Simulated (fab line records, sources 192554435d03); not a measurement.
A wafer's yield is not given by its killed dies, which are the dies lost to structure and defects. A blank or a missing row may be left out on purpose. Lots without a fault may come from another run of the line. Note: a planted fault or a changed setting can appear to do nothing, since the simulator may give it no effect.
Chamber matching || flow n5_finfet || pecvd-04 running N5_BEOL_M2_DEP_57: 3 sister chambers
The step deposits SiCN from 3MS/NH3, target thk 8 nm, time 14 s. 3 wafers are shown with their chamber, then 9 later ones without.

== WAFERS WITH THEIR CHAMBER ==
{"wafer": "L093.2", "chamber": 1, "throttle_valve_pct (%)": 10.1}
{"wafer": "L093.4", "chamber": 2, "throttle_valve_pct (%)": 9.1}
{"wafer": "L093.6", "chamber": 0, "throttle_valve_pct (%)": 9.0}

== WAFERS WITH NO CHAMBER GIVEN ==
{"wafer": "L094.1", "throttle_valve_pct (%)": 10.0}
{"wafer": "L094.3", "throttle_valve_pct (%)": 9.4}
{"wafer": "L094.4", "throttle_valve_pct (%)": 10.1}
{"wafer": "L095.2", "throttle_valve_pct (%)": 9.2}
{"wafer": "L095.5", "throttle_valve_pct (%)": 9.1}
{"wafer": "L095.6", "throttle_valve_pct (%)": 10.4}
{"wafer": "L097.1", "throttle_valve_pct (%)": 10.1}
{"wafer": "L097.5", "throttle_valve_pct (%)": 9.3}
{"wafer": "L097.6", "throttle_valve_pct (%)": 10.1}

== WHICH CHAMBER EACH WENT THROUGH ==
{"wafer": "L094.1", "from the rows above": 1, "in truth": 1}
{"wafer": "L094.3", "from the rows above": "can't be placed: 2 or 0", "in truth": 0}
{"wafer": "L094.4", "from the rows above": 1, "in truth": 1}
{"wafer": "L095.2", "from the rows above": "can't be placed: 2 or 0", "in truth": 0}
{"wafer": "L095.5", "from the rows above": "can't be placed: 2 or 0", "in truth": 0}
{"wafer": "L095.6", "from the rows above": 1, "in truth": 1}
{"wafer": "L097.1", "from the rows above": 1, "in truth": 1}
{"wafer": "L097.5", "from the rows above": "can't be placed: 2 or 0", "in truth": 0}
{"wafer": "L097.6", "from the rows above": 1, "in truth": 1}
Correct placement for 5 of the 9. Can't be placed from these rows: 4 (the true chamber is among the candidates in 4). 0 placed wrongly.
How it was worked out, from the rows above alone: a wafer's distance from a chamber is the root of the sum, over the readings, of the square of ((its reading less the chamber's mean) divided by the reading's scatter). If the next closest chamber is less than 2 further off than the closest, the wafer can't be placed; otherwise it belongs to the closest. The mean given for a chamber averages the wafers shown for that chamber. The scatter: with one shown wafer a chamber, the root of the mean of the squares of how far each hidden wafer lies from its nearest shown one.
